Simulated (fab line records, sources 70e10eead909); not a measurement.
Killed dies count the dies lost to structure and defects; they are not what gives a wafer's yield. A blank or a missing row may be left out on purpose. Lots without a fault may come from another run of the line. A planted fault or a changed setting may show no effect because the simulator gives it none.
fab line records	flow nand_harc
record lots=6	wafers=18	last_day=24
route steps=1159 shown A_CHANNEL_FILL_D1@495 END@1159
lots with no fault: from the same line, run without faults
start_h: the number of hours between the record's first day and the start of the first shown wafer of the lot	wait_h: hours since the lot's step before	" identical to the entry in the row above	L1.1+2: one row covering several wafers at once	- value missing, or start not given	* or withheld: withheld	< > ~ a bound
route shown NAME@n: a module of which the file shows steps, and the number in the route of the first	usual: mean/standard deviation of fault-free wafers	same: alike in all rows	chamber/n: place in a boat	sites: each site's reading	_std_site: standard deviation of those values	_edge_site: inner sites' mean taken away from outer sites' mean	radius_mm: how far each site lies from the wafer's centre	mask NAME#n: copy n	behind: the most recent tool/chamber to have shaped the wafer	hold: what put the lot on hold/how long, in hours/how the hold closed	device: whichever transistor did not switch (one of n, p or np)	end of line: tests run on the same wafers once the route is complete	step lacking rows: just its recipe	killed: the dies lost at the first sort to structure and to defects; this is not the yield of the wafer	map: per-die view of a wafer (x killed, . not killed, _ where there is no die)
set.NAME: setting as actually run; set.NAME@STEP: the setting as run at that earlier step	model.NAME: the simulator's own value behind a step, which no gauge read
lots seen at some steps along the route; tables by step, rows by wafer
services: a tool's chamber out of use, with start hour (start_h, from the record's first day; less than 0 if before it), hours out, and reason
## steps
# step NHARC_A_CHANNEL_FILL_D1_ALD_15
# recipe target_thk_a=20	pulse_time_s=60	ald_cycles=19	temp_c=630	pressure_torr=2	material=SiNx
# usual ald_cycles=19/0	precursor_pulse_height_rel=1.000/0.02
lot.wafer	tool	chamber	start_h	wait_h	ald_cycles	precursor_pulse_height_rel
L875.1	ald_sin_batch-03	0	-	-	19	0.956
L875.2	"	0	"	"	19	1.033
L875.4	"	0	"	"	19	1.033
L880.3	ald_sin_batch-02	0	-	-	19	1.012
L880.5	"	0	"	"	19	0.958
L880.6	"	0	"	"	19	0.963
L889.1	ald_sin_batch-01	0	-	-	19	0.993
L889.2	"	0	"	"	19	0.965
L889.4	"	0	"	"	19	0.975
L890.1	ald_sin_batch-03	0	-	-	19	1.013
L890.2	"	0	"	"	19	1.002
L890.6	"	0	"	"	19	1.022
L893.1	ald_sin_batch-03	0	-	-	19	1.038
L893.2	"	0	"	"	19	1.012
L893.5	"	0	"	"	19	0.982
L896.2	ald_sin_batch-01	0	-	-	19	1.003
L896.5	"	0	"	"	19	0.985
L896.6	"	0	"	"	19	1.020
# step NHARC_A_CHANNEL_FILL_D1_ALD_16
# recipe target_thk_a=15	pulse_time_s=10	ald_cycles=15	temp_c=300	material=SiO2
# usual ald_cycles=15/0	heater_power_w=480/40	precursor_pulse_height_rel=1.000/0.019
lot.wafer	tool	chamber	start_h	wait_h	ald_cycles	heater_power_w	precursor_pulse_height_rel	since_wet_clean_h
L875.1	ald_hk-04	1	206.98	0.2	15	464	1.002	11
L875.4	"	3	"	"	15	559	0.983	11
L875.2	"	0	"	"	15	479	1.029	11
L880.3	ald_hk-04	2	235.71	0.1	15	500	1.013	40
L880.6	"	3	"	"	15	551	0.998	-
L880.5	"	0	"	"	15	490	1.001	-
L889.1	ald_hk-04	3	281.66	0.0	15	568	0.990	86
L889.4	"	0	"	"	15	489	0.975	86
L889.2	"	2	"	"	15	490	0.990	86
L890.1	ald_hk-04	3	306.04	0.0	15	557	1.003	110
L890.2	"	0	"	"	15	483	1.004	110
L890.6	"	0	"	"	15	498	0.987	-
L893.2	ald_hk-03	3	312.43	0.0	15	483	0.992	156
L893.1	"	2	"	"	15	498	1.008	156
L893.5	"	0	"	"	15	416	0.983	-
L896.2	ald_hk-03	2	322.93	0.1	15	508	1.007	167
L896.6	"	0	"	"	15	423	1.021	-
L896.5	"	1	"	"	15	435	1.017	-
# step NHARC_A_CHANNEL_FILL_D1_ANNEAL_17
# recipe temp_c=850	time_s=1800
# step NHARC_A_CHANNEL_FILL_D1_CVD_18
# recipe target_thk_a=30	temp_c=550	material=poly-Si
# step NHARC_A_CHANNEL_FILL_D1_ETCHBACK_19
# recipe target_depth_a=50	time_s=1.7	hbr_flow_sccm=150	cl2_flow_sccm=50	rf_w=400	icp_w=400	bias_w=100	chemistry=HBr/Cl2
# usual drypump_motor_current_A=5.9/0.38	he_backside_leak_sccm=2.6/0.3	oes_product_au=0.999/0.007	throttle_valve_pct=26.405/0.0097
lot.wafer	tool	chamber	start_h	wait_h	drypump_motor_current_A	he_backside_leak_sccm	oes_product_au	rf_hours_counter_h	throttle_valve_pct
L875.4	rie_si-05	3	218.75	0.4	5.9	2.5	1.017	1.3	26.405
L875.1	"	1	"	"	5.4	2.4	1.009	1.5	26.395
L875.2	"	2	"	"	6.6	2.4	0.997	1.4	26.411
L880.3	rie_si-01	2	247.21	0.4	5.8	2.7	1.005	1.0	26.376
L880.5	"	2	"	"	5.7	2.8	0.989	-	26.420
L880.6	"	3	"	"	5.5	2.4	0.999	-	26.400
L889.2	rie_si-02	3	293.72	0.4	6.2	2.6	0.986	0.8	26.403
L889.4	"	0	"	"	6.3	2.8	0.997	0.7	26.405
L889.1	"	1	"	"	6.0	2.5	0.990	0.7	26.416
L890.2	rie_si-05	3	318.41	0.4	5.9	2.5	0.995	0.7	26.392
L890.1	"	0	"	"	6.3	2.3	0.994	0.8	26.389
L890.6	"	3	"	"	5.9	2.5	0.999	-	26.409
L893.1	rie_si-01	2	324.17	0.4	5.7	2.7	1.002	0.2	26.411
L893.2	"	0	"	"	5.3	3.1	1.007	0.1	26.393
L893.5	"	3	"	"	5.5	2.5	0.991	-	26.408
L896.2	rie_si-02	3	334.68	0.4	6.2	2.8	0.997	1.1	26.393
L896.5	"	2	"	"	5.9	2.9	0.988	-	26.397
L896.6	"	3	"	"	6.2	2.8	0.984	-	26.412
# step NHARC_A_CHANNEL_FILL_D1_ETCHBACK_20
# recipe target_depth_a=270	time_s=13.5	c4f8_flow_sccm=withheld	o2_flow_sccm=8	ar_flow_sccm=withheld	rf_w=600	bias_w=1500	chemistry=C4F8/O2/Ar
# usual oes_product_au=0.96/0.037	rf_vpp_V=979/3.8
lot.wafer	tool	chamber	start_h	wait_h	oes_product_au	rf_hours_counter_h	rf_vpp_V
L875.1	rie_diel-10	0	218.87	-	1.00	1	978
L875.2	"	1	"	"	0.99	1	981
L875.4	"	2	"	"	0.95	1	975
L880.3	rie_diel-10	0	247.35	-	1.01	2	979
L880.6	"	3	"	"	1.00	-	977
L880.5	"	0	"	"	1.00	-	979
L889.4	rie_diel-10	3	293.83	-	0.92	4	977
L889.2	"	0	"	"	0.92	4	979
L889.1	"	2	"	"	0.99	3	977
L890.2	rie_diel-10	3	318.54	-	0.92	5	979
L890.1	"	0	"	"	0.92	5	978
L890.6	"	2	"	"	0.92	-	976
L893.2	rie_diel-10	1	324.30	-	0.92	5	980
L893.1	"	2	"	"	0.92	4	976
L893.5	"	2	"	"	0.93	-	975
L896.2	rie_diel-10	0	334.81	-	0.93	6	980
L896.5	"	3	"	"	0.91	-	978
L896.6	"	0	"	"	0.93	-	978
# step NHARC_A_CHANNEL_FILL_D1_STRIP_28
# recipe time_s=20	o2_flow_sccm=500	ar_flow_sccm=0	bias_w=0	chemistry=O2
# step NHARC_A_CHANNEL_FILL_D1_PRECLEAN_21
# recipe time_s=30	chemistry=dHF
# step NHARC_A_CHANNEL_FILL_D1_SRD_23
# step NHARC_A_CHANNEL_FILL_D1_CVD_05
# recipe target_thk_a=50	temp_c=550	material=poly-Si
# step NHARC_A_CHANNEL_FILL_D1_ANNEAL_22
# recipe temp_c=620	time_s=7200
# step NHARC_A_CHANNEL_FILL_D1_THK_MEAS_06
# recipe thk_meas_gauge=ellipsometry
# usual thk_nm=4.9/1
lot.wafer	tool	chamber	start_h	wait_h	thk_nm
L875.1	film_metro-01	-	230.55	0.4	6.4
L875.2	"	-	"	"	4.1
L875.4	"	-	"	"	6.0
L880.3	film_metro-02	-	259.10	0.4	6.3
L880.5	"	-	"	"	3.9
L880.6	"	-	"	"	4.9
L889.1	film_metro-02	-	305.44	0.4	4.7
L889.2	"	-	"	"	6.3
L889.4	"	-	"	"	5.6
L890.1	film_metro-02	-	330.21	0.4	5.1
L890.2	"	-	"	"	4.6
L890.6	"	-	"	"	4.8
L893.1	film_metro-01	-	335.93	0.4	4.6
L893.2	"	-	"	"	5.0
L893.5	"	-	"	"	4.9
L896.2	film_metro-01	-	346.59	0.4	5.8
L896.5	"	-	"	"	5.7
L896.6	"	-	"	"	3.6
# step NHARC_A_CHANNEL_FILL_D1_ALD_25
# recipe target_thk_a=600	pulse_time_s=10	ald_cycles=600	temp_c=300	material=SiOx
# usual ald_cycles=600/0	heater_power_w=482/39	precursor_pulse_height_rel=1.002/0.021
lot.wafer	tool	chamber	start_h	wait_h	ald_cycles	heater_power_w	precursor_pulse_height_rel	since_wet_clean_h
L875.2	ald_hk-03	3	230.60	0.1	600	471	1.025	76
L875.4	"	0	"	"	600	412	0.994	76
L875.1	"	2	232.43	1.9	600	501	1.007	77
L880.3	ald_hk-04	0	260.40	1.3	600	504	1.009	66
L880.6	"	2	261.63	2.5	600	500	1.024	-
L880.5	"	3	"	"	600	550	1.032	-
L889.1	ald_hk-03	2	305.49	0.1	562	500	0.965	150
L889.2	"	3	"	"	600	479	0.989	151
L889.4	"	1	307.33	1.9	600	438	0.989	152
L890.2	ald_hk-04	3	333.09	2.9	600	558	1.009	138
L890.1	"	1	334.33	4.1	600	463	1.002	140
L890.6	"	2	"	"	600	500	0.984	-
L893.2	ald_hk-03	0	336.60	0.7	600	438	0.991	4
L893.1	"	1	"	"	562	457	1.024	4
L893.5	"	3	338.43	2.5	562	509	0.994	-
L896.2	ald_hk-02	0	347.87	1.3	600	399	1.012	59
L896.5	"	2	349.09	2.5	600	493	0.983	-
L896.6	"	3	"	"	600	504	0.986	-
# step NHARC_A_CHANNEL_FILL_D1_ETCHBACK_08
# recipe target_depth_a=2200	time_s=110	c4f8_flow_sccm=20	ar_flow_sccm=withheld	rf_w=600	bias_w=300	chemistry=C4F8
# usual oes_product_au=0.95/0.036	rf_vpp_V=440.3/1.7
lot.wafer	tool	chamber	start_h	wait_h	oes_product_au	rf_hours_counter_h	rf_vpp_V
L875.4	rie_diel-01	3	-	-	1.00	2	440.4
L875.2	"	0	"	"	0.99	2	437.6
L875.1	"	1	"	"	0.99	2	440.7
L880.3	rie_diel-10	3	-	-	0.92	3	440.7
L880.5	"	2	"	"	0.92	-	440.8
L880.6	"	3	"	"	0.92	-	440.5
L889.2	rie_diel-01	1	-	-	0.92	4	442.4
L889.4	"	2	"	"	0.92	4	439.8
L889.1	"	0	"	"	0.92	4	436.3
L890.1	rie_diel-10	0	-	-	0.92	6	441.4
L890.2	"	3	"	"	0.92	6	440.5
L890.6	"	1	"	"	0.92	-	442.3
L893.1	rie_diel-01	2	-	-	1.00	1	439.5
L893.2	"	3	"	"	1.01	1	440.0
L893.5	"	0	"	"	1.01	-	437.9
L896.2	rie_diel-10	3	-	-	0.92	6	439.9
L896.5	"	1	"	"	0.91	-	442.2
L896.6	"	2	"	"	0.92	-	437.8
# step NHARC_END_SORT_01
# recipe temp_c=25
# usual killed_at_array=27/10	killed_at_other=0.6/1	killed_at_periphery=3.4/2.7	killed_dies=31/9.7	killed_open=3.4/1.7	killed_short=2.2/1.5
# same gross_dies=677
lot.wafer	tool	chamber	start_h	wait_h	killed_at_array	killed_at_other	killed_at_periphery	killed_dies	killed_open	killed_short
L875.1	prober-01	0	458.17	2.5	19	0	3	22	2	8
L875.2	prober-01	0	458.96	2.8	14	0	8	22	2	2
L875.4	prober-01	0	460.54	3.4	15	1	7	23	6	1
L889.1	prober-02	0	540.66	2.5	22	0	1	23	1	1
L889.2	prober-02	0	541.46	2.8	24	1	2	27	3	1
L889.4	prober-02	0	543.07	3.4	31	3	1	35	2	2
L893.1	prober-01	0	562.76	2.5	32	0	4	36	2	2
L893.2	prober-01	0	563.58	2.8	34	0	0	34	5	4
L893.5	prober-01	0	566.02	3.8	27	0	0	27	3	2
# killed by level:class
L875.1 A_STAIRCASE:chamber_film_flake=7 A_WL_FILL:geometric_particle:short=4 A_CHANNEL_FILL_D1:geometric_particle:short=3 P_CONTACT:chamber_film_flake=3 A_ONON_D1:geometric_particle:short=1 A_CHANNEL_FILL_D1:geometric_particle:open=1 A_BLC:geometric_particle:open=1 A_CHANNEL_HOLE_D1:chamber_film_flake=1
L875.2 A_STAIRCASE:chamber_film_flake=7 P_CONTACT:chamber_film_flake=5 A_CHANNEL_HOLE_D1:chamber_film_flake=3 A_WL_FILL:geometric_particle:short=2 P_GATE:chamber_film_flake=2 P_CONTACT:geometric_particle:open=1 A_WL_FILL:geometric_particle:open=1 A_CONTACT:chamber_film_flake=1
L875.4 P_CONTACT:chamber_film_flake=6 A_STAIRCASE:chamber_film_flake=5 A_BLC:geometric_particle:open=3 A_CONTACT:geometric_particle:open=2 A_CHANNEL_HOLE_D1:chamber_film_flake=2 P_M0:geometric_particle:open=1 A_CHANNEL_FILL_D1:geometric_particle:short=1 THIN_TSV:chamber_film_flake=1
L889.1 A_CHANNEL_HOLE_D1:chamber_film_flake=11 A_M1:chamber_film_flake=3 A_WL_FILL:chamber_film_flake=2 A_CONTACT:chamber_film_flake=2 A_BLC:chamber_film_flake=2 A_ONON_D1:geometric_particle:open=1 A_M0:geometric_particle:short=1 P_GATE:chamber_film_flake=1
L889.2 A_CHANNEL_HOLE_D1:chamber_film_flake=17 A_CONTACT:chamber_film_flake=6 P_CONTACT:geometric_particle:open=2 A_ONON_D1:geometric_particle:open=1 STARTING-WAFER:geometric_particle:short=1
L889.4 A_CHANNEL_HOLE_D1:chamber_film_flake=16 A_CONTACT:chamber_film_flake=6 A_STAIRCASE:chamber_film_flake=4 THIN_TSV:chamber_film_flake=3 P_CONTACT:geometric_particle:open=1 A_ONON_D1:geometric_particle:open=1 A_CHANNEL_HOLE_D1:geometric_particle:short=1 A_BLC:geometric_particle:short=1
L893.1 A_CHANNEL_HOLE_D1:chamber_film_flake=22 A_STAIRCASE:chamber_film_flake=4 A_CONTACT:chamber_film_flake=3 P_STI:geometric_particle:short=1 P_M0:geometric_particle:open=1 A_ONON_D1:geometric_particle:open=1 A_ONON_D1:geometric_particle:short=1 P_ZERO_WELL:chamber_film_flake=1
L893.2 A_CHANNEL_HOLE_D1:chamber_film_flake=20 A_CONTACT:geometric_particle:short=2 A_CONTACT:geometric_particle:open=2 A_STAIRCASE:chamber_film_flake=2 A_CONTACT:chamber_film_flake=2 A_ONON_D1:geometric_particle:short=1 A_CHANNEL_FILL_D1:geometric_particle:open=1 A_WL_FILL:geometric_particle:short=1
L893.5 A_CHANNEL_HOLE_D1:chamber_film_flake=18 A_WL_FILL:geometric_particle:short=2 A_ONON_D1:geometric_particle:open=1 A_CHANNEL_FILL_D1:geometric_particle:open=1 A_WL_FILL:geometric_particle:open=1 A_SLIT:chamber_film_flake=1 A_CHANNEL_FILL_D1:chamber_film_flake=1 A_STAIRCASE:chamber_film_flake=1
## services
tool	chamber	start_h	hours	kind
rie_diel-10	0	185.50	-	clean
rie_diel-10	1	185.50	-	clean
rie_diel-10	2	185.50	-	clean
rie_diel-10	3	185.50	-	clean
ald_hk-04	-	186.00	10.0	pm
rie_diel-01	2	194.47	7.1	repair
rie_diel-10	2	197.85	5.3	repair
ald_sin_batch-01	-	198.55	23.3	repair
rie_si-02	-	199.33	1.8	repair
rie_si-01	1	200.48	14.4	repair
rie_diel-10	2	209.00	8.1	repair
rie_diel-10	0	210.09	-	clean
rie_diel-10	1	210.09	-	clean
rie_diel-10	3	210.09	-	clean
rie_si-02	-	211.00	9.0	pm
rie_diel-10	0	234.63	-	clean
rie_diel-10	1	234.63	-	clean
rie_si-05	-	239.03	9.0	pm
rie_si-05	-	269.09	1.4	repair
ald_hk-02	-	280.00	10.0	pm
rie_si-01	-	304.00	9.0	pm
ald_sin_batch-03	-	314.00	26.0	pm
rie_diel-01	-	314.80	9.0	pm
ald_hk-03	-	324.24	10.0	pm
## key
first_sign step=NHARC_A_CHANNEL_FILL_D1_ALD_25	reading=ald_cycles	direction=down	sigmas=99+	usual=600	struck=562
effect none on later readings
met_at NHARC_A_CHANNEL_FILL_D1_ALD_25
struck_wafers L889.1,L893.1,L893.5
tester_left_out L889,L893
onset_between 230.60 305.49
fault kind=process_parameter_drift	tool=ald_hk-03	chamber=-	onset_h=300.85	steps=NHARC_A_CHANNEL_FILL_D1_ALD_25	channel=ald_cycles	offset=-38	shape=step	end_h=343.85	scope=struck_wafers_only	acts_in=these_recipes_only	stated=600
# tester_left_out: of these lots the tester's yield and bins aren't shown, on N5 and GAA mostly nor the transistor test; their killed dies are dies lost to structure and defects alone, not to doping, threshold or leakage, so they don't give the yield
